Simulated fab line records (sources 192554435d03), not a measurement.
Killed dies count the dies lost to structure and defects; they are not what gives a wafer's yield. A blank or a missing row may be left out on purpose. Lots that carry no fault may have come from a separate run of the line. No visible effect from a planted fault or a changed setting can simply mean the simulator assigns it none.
fab line records	flow n5Finfet	part 1 of 2: steps 1 to 4 of 6
[record] lots = 20	wafers = 60	lastDay = 19
route steps=1938 shown SD_EPI_P@308 HKMG_FIN@409
lots that met no fault: taken from a fault-free run of the same line
startH: hours from the record's opening day to when the first of the lot's shown wafers began	waitH: time in hours since the lot's previous step	" repeats the value in the row above	L1.1+2: a row that stands for several wafers	- no value, or no start given	* or withheld: withheld	< > ~ a bound
route shown NAME@n: NAME is a module with steps in the file, n the number in the route of the first one	usual: the fault-free wafers' mean and standard deviation	same: alike in all rows	chamber/n: place in a boat	sites: each site's reading	_std_site: the values' standard deviation	_edge_site: mean of outer sites minus mean of inner sites	radiusMm: for every site, how far away it sits from the centre of the wafer	mask NAME#n: copy n	behind: the most recent tool/chamber to have shaped the wafer	hold: the reason the lot was held/the length of the hold in hours/how it ended	device: names the non-switching transistor (n, p or np)	end of line: tests of these same wafers at the route's end	a step without rows: its recipe alone	killed: not the wafer's yield, but the dies lost to structure and defects at the first sort	map: a wafer's dies, x killed, . not, _ none there
set.NAME: the setting the step ran with; set.NAME@STEP: the setting that earlier step ran with	model.NAME: the simulator's own value behind a step, which no gauge read
steps of the route over a sample of lots; a table a step, a row a wafer
services: the hour from which a tool's chamber was out of use, counted from the record's first day as startH (under 0 if before that day), plus the number of hours and why
[[steps]]
[step N5_SD_EPI_P_ETCH_37]
[recipe] chemistry = N2/H2	target = SOC	overetchA = 1080	maskMaterial = SiARC	tempC = 40	ionEnergyEv = 100	sourceW = 3000	biasW = 133	pressureMtorr = 20	timeS = 486	n2FlowSccm = 200	h2FlowSccm = 200	ends = endPoint
[usual] chamberPressureMTorr = 20.000/0.021	drypumpMotorCurrentA = 5.8/0.5	oesProductAu = 0.68/0.046	rfFwdPowerW = 2997/9.7	rfVppV = 240.9/1.2	showerheadPlenumPTorr = 2.56/0.072	tempC = 40.00/0.12	throttleValvePct = 24.0/0.31
lot.wafer	tool	chamber	startH	waitH	chamberPressureMTorr	drypumpMotorCurrentA	oesProductAu	rfFwdPowerW	rfHoursCounterH	rfVppV	showerheadPlenumPTorr	tempC	throttleValvePct
L074.3	rieDiel-04	2	53.20	0.0	20.008	5.2	0.65	2995	228	239.9	2.52	40.01	24.1
L074.5	"	2	"	"	20.055	5.3	0.65	2993	-	240.6	2.52	40.15	24.1
L074.6	"	1	"	"	19.987	6.1	0.73	3005	-	241.2	2.48	39.70	24.6
L075.2	rieDiel-01	2	61.99	0.0	20.013	5.7	0.71	3002	128	242.7	2.65	40.17	23.9
L075.3	"	0	"	"	19.995	6.1	0.63	3008	223	240.8	2.52	39.89	23.5
L075.5	"	3	"	"	19.986	6.2	0.69	2997	-	241.1	2.67	40.08	23.8
L078.1	rieDiel-04	1	77.65	0.0	19.998	6.1	0.74	2996	93	239.0	2.47	40.15	24.6
L078.3	"	2	"	"	20.042	5.2	0.64	2997	233	239.1	2.52	40.03	24.1
L078.4	"	3	"	"	19.979	6.0	0.68	3003	140	239.5	2.55	39.96	24.0
L077.1	rieDiel-04	0	78.70	0.0	20.005	5.9	0.64	3006	188	242.7	2.63	39.85	23.6
L077.2	"	1	"	"	19.999	6.1	0.73	3013	93	238.8	2.47	40.09	24.6
L077.6	"	0	"	"	19.998	5.9	0.64	2999	-	242.2	2.64	39.92	23.6
L079.1	rieDiel-01	3	85.76	0.0	19.985	6.2	0.68	2992	146	242.6	2.66	39.94	23.8
L079.3	"	2	"	"	20.000	5.7	0.71	3005	136	242.5	2.65	39.96	23.9
L079.6	"	0	"	"	20.005	6.2	0.63	3007	-	240.4	2.52	40.00	23.5
L080.3	rieDiel-03	3	90.31	0.0	19.982	6.4	0.78	3018	40	238.7	2.47	40.09	23.6
L080.5	"	0	"	"	19.990	5.0	0.67	2999	-	240.6	2.57	40.07	24.3
L080.6	"	3	"	"	19.980	6.3	0.79	3002	-	241.1	2.47	40.05	23.6
L081.1	rieDiel-04	0	95.15	0.0	19.967	5.9	0.64	3003	189	243.5	2.63	39.69	23.6
L081.2	"	2	"	"	20.024	5.2	0.64	3003	234	241.1	2.52	39.95	24.1
L081.5	"	3	"	"	19.952	6.0	0.68	3015	-	241.2	2.55	39.88	24.0
L082.1	rieDiel-03	2	105.01	0.0	19.983	4.7	0.70	3002	130	243.5	2.65	39.95	24.1
L082.2	"	1	"	"	20.004	6.1	0.68	2974	173	240.9	2.64	40.20	23.8
L082.6	"	2	"	"	19.994	4.7	0.70	3000	-	241.6	2.65	39.96	24.1
L083.1	rieDiel-01	1	108.67	0.0	19.995	6.3	0.65	3007	170	239.7	2.44	40.02	24.2
L083.2	"	0	"	"	20.031	6.1	0.63	2991	237	240.3	2.51	40.02	23.5
L083.3	"	2	"	"	20.014	5.7	0.71	3010	143	242.2	2.64	40.17	23.9
L084.1	rieDiel-04	1	113.07	0.0	20.026	6.1	0.73	3001	100	239.8	2.47	40.07	24.6
L084.5	"	2	"	"	19.979	5.2	0.63	2997	-	241.5	2.52	39.87	24.1
L084.6	"	3	"	"	20.006	5.9	0.67	2985	-	240.6	2.55	40.25	24.0
L086.1	rieDiel-04	1	129.43	0.0	20.002	6.1	0.72	2983	104	240.8	2.47	39.72	24.6
L086.3	"	3	"	"	20.012	6.0	0.67	2990	153	240.7	2.54	39.80	24.0
L086.5	"	3	"	"	19.983	6.0	0.68	2997	-	241.9	2.54	40.14	24.0
L087.2	rieDiel-01	2	132.83	0.0	20.002	5.7	0.70	2972	150	242.5	2.64	39.91	23.9
L087.5	"	3	"	"	20.003	6.2	0.68	2976	-	241.0	2.66	40.03	23.8
L087.6	"	0	"	"	19.973	6.1	0.62	2989	-	240.2	2.51	40.01	23.5
L088.3	rieDiel-04	1	140.80	0.0	20.009	6.1	0.71	2990	108	239.5	2.47	39.96	24.6
L088.5	"	2	"	"	19.997	5.2	0.64	2994	-	240.8	2.51	39.83	24.1
L088.6	"	3	"	"	19.998	5.9	0.67	3000	-	240.2	2.54	39.91	24.0
L089.1	rieDiel-04	2	141.72	0.0	19.993	5.3	0.63	2983	244	240.4	2.51	39.84	24.1
L089.3	"	3	"	"	19.991	6.0	0.67	3008	157	240.2	2.54	40.09	24.0
L089.6	"	3	"	"	20.026	6.0	0.67	2996	-	240.5	2.54	40.10	24.0
L090.1	rieDiel-01	0	152.24	0.0	20.001	6.2	0.61	2982	248	240.2	2.51	40.04	23.5
L090.3	"	2	"	"	20.002	5.7	0.69	3003	156	242.4	2.64	40.15	24.0
L090.5	"	2	"	"	19.988	5.7	0.69	2997	-	242.4	2.64	40.15	24.0
L091.1	rieDiel-01	1	155.27	0.0	20.033	6.3	0.64	3005	182	239.3	2.44	39.92	24.2
L091.4	"	2	"	"	19.991	5.7	0.69	2984	157	243.3	2.64	40.02	23.9
L091.6	"	0	"	"	20.017	6.2	0.62	3000	-	239.1	2.51	40.18	23.5
L092.2	rieDiel-03	3	161.09	0.0	20.030	6.4	0.75	3006	59	240.4	2.47	39.86	23.6
L092.3	"	0	"	"	19.975	5.0	0.66	2988	152	239.9	2.56	40.12	24.3
L092.6	"	1	"	"	20.026	6.1	0.66	2997	-	240.3	2.63	39.95	23.9
L095.1	rieDiel-03	3	178.24	0.0	20.025	6.4	0.75	2998	63	239.2	2.47	39.80	23.6
L095.4	"	1	"	"	19.994	6.1	0.65	3004	-	242.3	2.63	39.92	23.9
L095.6	"	2	"	"	20.043	4.7	0.68	3005	-	242.9	2.64	40.00	24.1
L096.1	rieDiel-03	0	184.39	0.0	20.028	5.0	0.65	3013	156	241.8	2.55	40.07	24.3
L096.3	"	1	"	"	19.981	6.1	0.66	2994	196	240.5	2.63	39.87	23.9
L096.4	"	2	"	"	19.992	4.7	0.68	2986	148	242.4	2.64	40.14	24.1
L097.1	rieDiel-04	1	196.01	0.0	19.985	6.1	0.70	3000	124	239.4	2.46	40.33	24.6
L097.3	"	3	"	"	19.992	6.0	0.67	3007	173	240.0	2.54	39.94	24.0
L097.6	"	3	"	"	19.977	6.0	0.66	3010	-	240.8	2.54	39.98	24.0
[step N5_SD_EPI_P_ETCH_16]
[recipe] chemistry = CHF3/O2	target = SiO2	targetDepthA = 50	maskMaterial = SOC	pressureMtorr = 30	sourceW = 650	biasW = 170	Ar_flow_sccm = 200	CHF3_flow_sccm = 50	O2_flow_sccm = 5	ionEnergyEv = 200
[usual] chamberPressureMTorr = 30.000/0.027	drypumpMotorCurrentA = 5.8/0.5	oesProductAu = 0.76/0.059	rfFwdPowerW = 642.6/2.4	rfVppV = 528/7.5	showerheadPlenumPTorr = 2.43/0.072	throttleValvePct = 19.02/0.19
lot.wafer	tool	chamber	startH	waitH	chamberPressureMTorr	drypumpMotorCurrentA	oesProductAu	rfFwdPowerW	rfHoursCounterH	rfVppV	showerheadPlenumPTorr	throttleValvePct
L074.3	rieDiel-04	2	53.73	0.1	29.989	5.2	0.72	643.7	228	524	2.39	19.13
L074.5	"	2	"	"	30.033	5.2	0.72	641.3	-	524	2.39	19.13
L074.6	"	1	"	"	29.979	6.0	0.83	643.4	-	526	2.33	19.09
L075.2	rieDiel-01	2	62.51	0.1	29.968	5.7	0.79	642.3	128	513	2.53	19.09
L075.3	"	0	"	"	29.981	6.1	0.68	644.6	223	535	2.38	18.76
L075.5	"	3	"	"	29.970	6.2	0.79	642.7	-	525	2.52	18.64
L078.1	rieDiel-04	1	78.17	0.1	30.038	6.1	0.82	638.6	93	526	2.32	19.09
L078.3	"	2	"	"	29.971	5.2	0.72	646.1	233	525	2.39	19.12
L078.4	"	3	"	"	30.022	5.9	0.77	640.9	140	534	2.42	19.03
L077.1	rieDiel-04	0	79.22	0.1	29.954	5.9	0.71	637.0	188	534	2.51	18.82
L077.2	"	1	"	"	30.055	6.1	0.82	642.1	93	526	2.32	19.12
L077.6	"	0	"	"	30.009	5.9	0.71	638.1	-	536	2.51	18.81
L079.1	rieDiel-01	3	86.29	0.1	30.008	6.2	0.78	640.5	146	524	2.51	18.66
L079.3	"	2	"	"	30.017	5.7	0.77	645.4	136	512	2.52	19.08
L079.6	"	0	"	"	29.962	6.1	0.68	645.0	-	537	2.38	18.78
L080.3	rieDiel-03	3	90.83	0.1	29.982	6.4	0.90	641.4	41	527	2.36	18.78
L080.5	"	0	"	"	30.008	5.0	0.75	645.2	-	517	2.43	19.24
L080.6	"	3	"	"	29.997	6.4	0.89	641.2	-	527	2.36	18.79
L081.1	rieDiel-04	0	95.68	0.1	29.978	5.9	0.71	642.3	190	534	2.51	18.81
L081.2	"	2	"	"	30.011	5.2	0.71	641.6	234	525	2.39	19.14
L081.5	"	3	"	"	29.991	5.9	0.76	639.7	-	534	2.42	19.05
L082.1	rieDiel-03	2	105.54	0.1	29.981	4.7	0.77	641.2	130	525	2.52	19.28
L082.2	"	1	"	"	29.968	6.1	0.74	638.5	173	538	2.50	19.06
L082.6	"	2	"	"	29.945	4.7	0.77	644.4	-	524	2.52	19.27
L083.1	rieDiel-01	1	109.19	0.1	29.986	6.3	0.72	647.4	170	528	2.31	19.08
L083.2	"	0	"	"	30.008	6.1	0.68	640.6	237	536	2.37	18.78
L083.3	"	2	"	"	30.030	5.7	0.78	648.1	143	512	2.52	19.10
L084.1	rieDiel-04	1	113.59	0.1	29.967	6.0	0.82	642.8	100	526	2.32	19.14
L084.5	"	2	"	"	29.976	5.3	0.71	642.8	-	524	2.39	19.15
L084.6	"	3	"	"	29.997	5.9	0.76	645.7	-	535	2.41	19.05
L086.1	rieDiel-04	1	129.96	0.1	29.982	6.2	0.80	642.5	104	527	2.32	19.12
L086.3	"	3	"	"	29.938	6.0	0.76	642.8	153	534	2.41	19.06
L086.5	"	3	"	"	29.986	5.9	0.76	645.6	-	535	2.41	19.07
L087.2	rieDiel-01	2	133.36	0.1	30.008	5.7	0.77	645.1	150	513	2.52	19.10
L087.5	"	3	"	"	29.983	6.2	0.77	640.6	-	524	2.51	18.69
L087.6	"	0	"	"	29.996	6.1	0.68	643.5	-	536	2.37	18.81
L088.3	rieDiel-04	1	141.33	0.1	30.015	6.1	0.80	641.6	108	527	2.32	19.14
L088.5	"	2	"	"	29.991	5.3	0.71	642.6	-	524	2.39	19.14
L088.6	"	3	"	"	29.997	6.0	0.74	643.5	-	535	2.41	19.07
L089.1	rieDiel-04	2	142.25	0.1	29.971	5.2	0.71	644.6	244	523	2.39	19.15
L089.3	"	3	"	"	29.994	5.9	0.75	643.2	157	534	2.41	19.06
L089.6	"	3	"	"	29.980	6.0	0.75	644.4	-	533	2.41	19.07
L090.1	rieDiel-01	0	152.77	0.1	30.009	6.1	0.68	647.1	248	534	2.37	18.81
L090.3	"	2	"	"	30.008	5.7	0.77	645.2	156	512	2.51	19.14
L090.5	"	2	"	"	30.009	5.7	0.76	645.0	-	513	2.51	19.11
L091.1	rieDiel-01	1	155.80	0.1	29.985	6.3	0.72	644.8	182	528	2.30	19.10
L091.4	"	2	"	"	30.014	5.7	0.76	642.7	157	512	2.51	19.11
L091.6	"	0	"	"	29.995	6.1	0.67	644.1	-	537	2.37	18.80
L092.2	rieDiel-03	3	161.62	0.1	30.001	6.4	0.86	644.8	59	526	2.35	18.81
L092.3	"	0	"	"	30.022	5.0	0.73	642.8	152	518	2.42	19.27
L092.6	"	1	"	"	29.978	6.1	0.73	638.7	-	538	2.49	19.09
L095.1	rieDiel-03	3	178.76	0.1	29.954	6.4	0.87	642.8	63	527	2.35	18.82
L095.4	"	1	"	"	30.016	6.1	0.73	639.9	-	540	2.49	19.08
L095.6	"	2	"	"	30.086	4.7	0.76	641.1	-	525	2.51	19.31
L096.1	rieDiel-03	0	184.92	0.1	30.007	5.0	0.73	642.8	156	517	2.42	19.27
L096.3	"	1	"	"	30.013	6.1	0.72	640.0	196	539	2.49	19.10
L096.4	"	2	"	"	29.997	4.7	0.75	641.5	148	525	2.51	19.30
L097.1	rieDiel-04	1	196.53	0.1	30.037	6.0	0.78	643.5	124	525	2.31	19.17
L097.3	"	3	"	"	30.007	6.0	0.74	642.5	173	535	2.40	19.11
L097.6	"	3	"	"	29.973	6.0	0.74	645.5	-	535	2.40	19.09
[step N5_SD_EPI_P_EPI_MEAS_23]
[recipe] mode = xrd
[usual] thkNm = 61.2/1.2
lot.wafer	tool	chamber	startH	waitH	thkNm
L074.3	filmMetro-02	-	56.68	1.1	61.0
L074.5	"	-	"	"	61.2
L074.6	"	-	"	"	59.9
L075.2	filmMetro-01	-	66.29	2.0	62.4
L075.3	"	-	"	"	61.6
L075.5	"	-	"	"	60.8
L078.1	filmMetro-01	-	81.94	2.4	60.2
L078.3	"	-	"	"	59.8
L078.4	"	-	"	"	59.8
L077.1	filmMetro-02	-	82.15	1.8	60.5
L077.2	"	-	"	"	59.9
L077.6	"	-	"	"	59.6
L079.1	filmMetro-02	-	89.21	1.8	62.5
L079.3	"	-	"	"	60.7
L079.6	"	-	"	"	61.0
L080.3	filmMetro-02	-	93.83	1.1	59.7
L080.5	"	-	"	"	60.2
L080.6	"	-	"	"	60.7
L081.1	filmMetro-01	-	98.61	1.8	61.1
L081.2	"	-	"	"	61.8
L081.5	"	-	"	"	60.8
L082.1	filmMetro-02	-	109.31	2.4	61.3
L082.2	"	-	"	"	60.0
L082.6	"	-	"	"	60.9
L083.1	filmMetro-02	-	112.14	1.9	61.2
L083.2	"	-	"	"	60.1
L083.3	"	-	"	"	62.5
L084.1	filmMetro-02	-	116.52	1.8	59.3
L084.5	"	-	"	"	60.1
L084.6	"	-	"	"	62.8
L086.1	filmMetro-01	-	132.89	1.8	60.8
L086.3	"	-	"	"	62.7
L086.5	"	-	"	"	58.6
L087.2	filmMetro-02	-	137.13	2.0	60.3
L087.5	"	-	"	"	62.0
L087.6	"	-	"	"	62.5
L088.3	filmMetro-02	-	144.26	1.1	62.8
L088.5	"	-	"	"	63.1
L088.6	"	-	"	"	62.6
L089.1	filmMetro-02	-	146.01	2.4	59.1
L089.3	"	-	"	"	63.5
L089.6	"	-	"	"	61.2
L090.1	filmMetro-02	-	155.71	1.9	60.2
L090.3	"	-	"	"	62.1
L090.5	"	-	"	"	61.4
L091.1	filmMetro-01	-	158.73	1.8	63.0
L091.4	"	-	"	"	61.9
L091.6	"	-	"	"	63.9
L092.2	filmMetro-02	-	164.55	1.5	62.9
L092.3	"	-	"	"	64.2
L092.6	"	-	"	"	61.8
L095.1	filmMetro-02	-	181.69	1.8	60.7
L095.4	"	-	"	"	63.5
L095.6	"	-	"	"	60.6
L096.1	filmMetro-01	-	187.84	1.8	60.2
L096.3	"	-	"	"	61.1
L096.4	"	-	"	"	60.1
L097.1	filmMetro-01	-	199.46	1.8	64.2
L097.3	"	-	"	"	61.6
L097.6	"	-	"	"	61.4
[step N5_HKMG_FIN_STRIP_60]
[recipe] chemistry = N2/H2	powerW = 2500	tempC = 300	h2Frac = 0.65	timeS = 360	pressureMtorr = withheld	n2FlowSccm = 1750	h2FlowSccm = 3250
[usual] drypumpMotorCurrentA = 5.6/0.43	heaterPowerW = 464/27	tempC = 300.02/0.17
lot.wafer	tool	chamber	startH	waitH	drypumpMotorCurrentA	heaterPowerW	rfHoursCounterH	tempC
L074.3	plasmaAsher-01	1	71.30	0.2	6.2	473	-	300.12
L074.5	"	1	"	"	6.2	487	-	299.98
L074.6	"	0	"	"	5.5	434	-	300.06
L075.2	plasmaAsher-01	0	80.81	0.0	5.5	426	79	300.03
L075.3	"	1	"	"	6.2	494	-	299.96
L075.5	"	1	"	"	6.1	485	-	300.05
L078.1	plasmaAsher-01	0	96.17	0.0	5.5	442	81	300.04
L078.3	"	1	"	"	6.1	498	-	300.06
L078.4	"	0	"	"	5.5	434	-	300.11
L077.1	plasmaAsher-01	1	97.21	0.0	6.2	498	81	300.02
L077.2	"	0	"	"	5.4	430	81	299.97
L077.6	"	0	"	"	5.4	438	-	299.75
L079.1	plasmaAsher-02	0	103.94	0.0	5.2	439	50	299.96
L079.3	"	1	"	"	5.1	468	-	300.24
L079.6	"	1	"	"	5.1	493	-	300.06
L080.3	plasmaAsher-02	0	110.15	0.1	5.2	458	-	300.03
L080.5	"	1	"	"	5.1	495	-	300.05
L080.6	"	0	"	"	5.2	440	-	299.91
L081.1	plasmaAsher-01	1	116.58	0.0	6.2	498	85	299.99
L081.2	"	0	"	"	5.4	412	85	300.28
L081.5	"	1	"	"	6.2	482	-	300.07
L082.1	plasmaAsher-01	0	123.83	0.0	5.4	434	87	299.99
L082.2	"	1	"	"	6.2	496	87	300.04
L082.6	"	0	"	"	5.5	429	-	300.06
L083.1	plasmaAsher-01	1	126.72	0.0	6.2	503	88	299.83
L083.2	"	0	"	"	5.4	434	88	300.04
L083.3	"	1	"	"	6.2	489	-	299.78
L084.1	plasmaAsher-01	0	131.22	0.0	5.4	436	89	299.86
L084.5	"	0	"	"	5.5	440	-	299.77
L084.6	"	1	"	"	6.2	480	-	300.16
L086.1	plasmaAsher-02	0	147.19	0.0	5.2	451	58	300.07
L086.3	"	1	"	"	5.1	495	-	299.71
L086.5	"	0	"	"	5.2	448	-	299.95
L087.2	plasmaAsher-02	0	151.55	0.0	5.2	451	59	300.11
L087.5	"	0	"	"	5.2	452	-	300.16
L087.6	"	1	"	"	5.1	491	-	299.97
L088.3	plasmaAsher-01	1	158.48	0.1	6.2	489	-	299.84
L088.5	"	1	"	"	6.2	503	-	300.03
L088.6	"	0	"	"	5.5	447	-	300.19
L089.1	plasmaAsher-01	0	160.28	0.0	5.5	433	94	299.92
L089.3	"	1	"	"	6.1	487	-	300.10
L089.6	"	1	"	"	6.1	484	-	300.10
L090.1	plasmaAsher-01	0	170.18	0.0	5.5	428	97	300.04
L090.3	"	0	"	"	5.5	424	-	300.35
L090.5	"	0	"	"	5.5	427	-	299.98
L091.1	plasmaAsher-02	0	173.73	0.0	5.2	451	63	299.82
L091.4	"	1	"	"	5.1	499	-	300.16
L091.6	"	1	"	"	5.1	496	-	299.95
L092.2	plasmaAsher-02	0	179.25	0.0	5.2	450	64	299.97
L092.3	"	0	"	"	5.2	450	-	299.94
L092.6	"	0	"	"	5.2	469	-	300.01
L095.1	plasmaAsher-01	0	196.77	0.0	5.5	436	102	299.90
L095.4	"	0	"	"	5.5	426	-	299.85
L095.6	"	0	"	"	5.5	433	-	299.53
L096.1	plasmaAsher-01	0	203.01	0.0	5.5	434	103	300.22
L096.3	"	0	"	"	5.4	422	-	299.94
L096.4	"	1	"	"	6.2	476	-	299.97
L097.1	plasmaAsher-02	0	213.85	0.0	5.2	458	70	299.89
L097.3	"	0	"	"	5.2	456	-	299.84
L097.6	"	1	"	"	5.1	494	-	299.91
